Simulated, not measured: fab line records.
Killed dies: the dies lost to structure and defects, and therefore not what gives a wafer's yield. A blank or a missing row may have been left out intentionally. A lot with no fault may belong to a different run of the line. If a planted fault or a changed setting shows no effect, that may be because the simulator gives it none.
Problem report, 8D (eight disciplines) form, completed by code | flow n5Finfet | the parts of the form that need people (team, actions taken, sign-off) are left out

## 1. PROBLEM STATEMENT
M4_ILD_THK at N5_BEOL_M4_THK_MEAS_01 reads a mean of 104.8 nm on 1 wafer of 1 lot; wafers without a fault read 79.1 nm with a standard deviation of 1. Relative to the usual mean, that is a shift of +26 standard deviations.
The first sign was on wafer L118.4 at day 11 18:56, on filmMetro-02. At this step, 29 wafers from 10 lots have a number in the record. Rule for "out", or "out of limits": more than 4 standard deviations from the usual mean. The rest of the wafers with a number are treated as sound.

## 2. WHAT IT IS; WHAT IT IS NOT
question                    | is                | is not
which readings at this step | M4_ILD_THK        | -
which lots                  | L118              | L101, L104, L105, L107, L109, L110, L114, L123, L124
which wafers of those lots  | L118.4            | L118.1, L118.5
read on which gauges        | filmMetro-02      | filmMetro-01
when                        | from day 11 18:56 | up to then (22 sound wafers); but 6 sound wafers of L123, L124 came after

## 3. WHAT RULES OUT EACH SUSPECT
Counting: a tool at a process step up to the reading stays a suspect if it ran every lot that is out. Sound lots after the first of them don't rule it out here, since some wafers of a struck lot are sound.
- the gauge at N5_BEOL_M4_THK_MEAS_01 has been ruled out. All the wafers that are out were read on filmMetro-02, but those of them that N5_PASSIVATION_PROBE_49 has rows for are out there too, on other tools.
- pvdSputter-03 at N5_BEOL_M3_ANNEAL_87 (time 240 s): kept. It processed L118, the lot that is out, at day 11 16:44, and its most recent sound lot before then was L104 at day 7 21:10.
- pvdSputter-03 at N5_BEOL_M3_ANNEAL_89 (time 240 s): kept. It processed L118, the lot that is out, at day 11 16:58, and its most recent sound lot before then was L104 at day 7 21:23.
- pvdSputter-03 at N5_BEOL_M3_SPUTTER_96 (material Cu, target thk 4.5 nm, time 8.29 s): kept. It processed L118, the lot that is out, at day 11 17:46, and its most recent sound lot before then was L104 at day 7 22:11.
- pecvd-03 at N5_BEOL_M4_ILD_DEP_00 (deposits SiOC from DEMS/O2, target thk 79 nm, time 15.3 s): kept. It processed L118, the lot that is out, at day 11 18:52, and its most recent sound lot before then was L109 at day 9 13:17.
- At N5_BEOL_M4_ILD_DEP_00 on pecvd-03, chamber 0 took the sound wafers of the same lots and chamber 1 took the wafers that are out.
Left after counting: pvdSputter-03 at N5_BEOL_M3_ANNEAL_87, pvdSputter-03 at N5_BEOL_M3_ANNEAL_89, pvdSputter-03 at N5_BEOL_M3_SPUTTER_96, pecvd-03 at N5_BEOL_M4_ILD_DEP_00.

## 4. THE CAUSE (what the simulator had put in)
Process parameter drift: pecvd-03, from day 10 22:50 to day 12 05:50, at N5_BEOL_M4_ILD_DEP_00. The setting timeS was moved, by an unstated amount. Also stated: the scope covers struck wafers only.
4 suspects survive the count, and this tool is in that group.

## 5. THE EFFECT CHAIN, in route order
Rows list readings where the struck wafers' mean (over those with a number) sits beyond 3 standard deviations from the usual. Only readings for which the record gives a usual standard deviation are gone through. hours: the time from each lot's start at the first step in this table that gives one to its start at this step, as a median over the lots. sigmas: the change in usual standard deviations.
hours | step                    | reading             | usual   | on struck wafers | change | sigmas
0     | N5_BEOL_M4_THK_MEAS_01  | M4_ILD_THK          | 79.1 nm | 104.8            | +25.7  | +26
131   | N5_PASSIVATION_PROBE_49 | defectLimitedYield  | 91.5 %  | 55.3             | -36.2  | -23
131   | N5_PASSIVATION_PROBE_49 | killed_at_M4_up     | 13      | 456              | +443   | +79
131   | N5_PASSIVATION_PROBE_49 | killedDies          | 101     | 527              | +426   | +22
131   | N5_PASSIVATION_PROBE_49 | sort_bin_5_function | 5.0 %   | 41.0             | +36.0  | +36
131   | N5_PASSIVATION_PROBE_49 | sortNPass           | 1079    | 653              | -426   | -22
131   | N5_PASSIVATION_PROBE_49 | sortYieldPct        | 91.5 %  | 55.3             | -36.2  | -23
It contains these process steps:
- N5_PASSIVATION_PROBE_49
Readings that are blank on the struck wafers while sound wafers have them: CHAIN_V3 at N5_BEOL_M4_RC_MEAS_101; CHAIN_V3_max_site at N5_BEOL_M4_RC_MEAS_101.

## 6. HOW IT WOULD HAVE BEEN CAUGHT EARLIER
In this record the first reading out of limits at a measuring or inspecting step was taken at day 11 18:56, 20 hours after the fault began at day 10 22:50.
No tool reading at N5_BEOL_M4_ILD_DEP_00 that has a usual standard deviation in the record was out on any struck wafer, so an alarm limit of 4 standard deviations on those readings would not have fired.
By day 11 18:56, every lot that is out (1) had started N5_BEOL_M4_ILD_DEP_00 on pecvd-03. Tool hold at that time: it would have spared none of them.
